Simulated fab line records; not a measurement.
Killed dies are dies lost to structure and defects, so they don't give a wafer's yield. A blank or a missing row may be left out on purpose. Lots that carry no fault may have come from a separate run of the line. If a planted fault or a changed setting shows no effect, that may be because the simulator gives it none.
Chamber matching	flow n5-finfet	cvd-co-01 running N5_BEOL_M2_CO_CAP_55: 3 sister chambers
The step material Co, precursor CCTBA/H2, target thk 2 nm, time 102.1 s. 3 wafers are shown with their chamber, then 6 later ones without.

## EACH WAFER AND ITS CHAMBER
wafer	chamber	heater-power-w (W)
L148.6	2	194
L147.1	1	221
L147.4	0	247

## WAFERS WHOSE CHAMBER IS MISSING
wafer	heater-power-w (W)
L147.5	212
L149.1	192
L149.4	187
L150.1	240
L150.3	213
L150.6	241

## WHICH CHAMBER EACH WENT THROUGH
wafer	from the rows above	in truth
L147.5	can't be placed: 1 or 2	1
L149.1	2	2
L149.4	2	2
L150.1	can't be placed: 0 or 1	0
L150.3	can't be placed: 1 or 2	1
L150.6	0	0
Correctly placed: 3 of 6. From these rows, 3 cannot be placed; in 3 the true chamber is one of the candidates. 0 placed wrongly.
How it was worked out, from the rows above alone: a wafer's distance from a chamber is the root of the sum, over the readings, of the square of ((its reading less the chamber's mean) divided by the reading's scatter). If the next closest chamber is less than 2 further off than the closest, the wafer can't be placed; otherwise it belongs to the closest. A chamber's mean is the mean of its shown wafers. The scatter (one wafer shown for each chamber): square how far every hidden wafer sits from the nearest shown wafer, average those squares and take the square root.
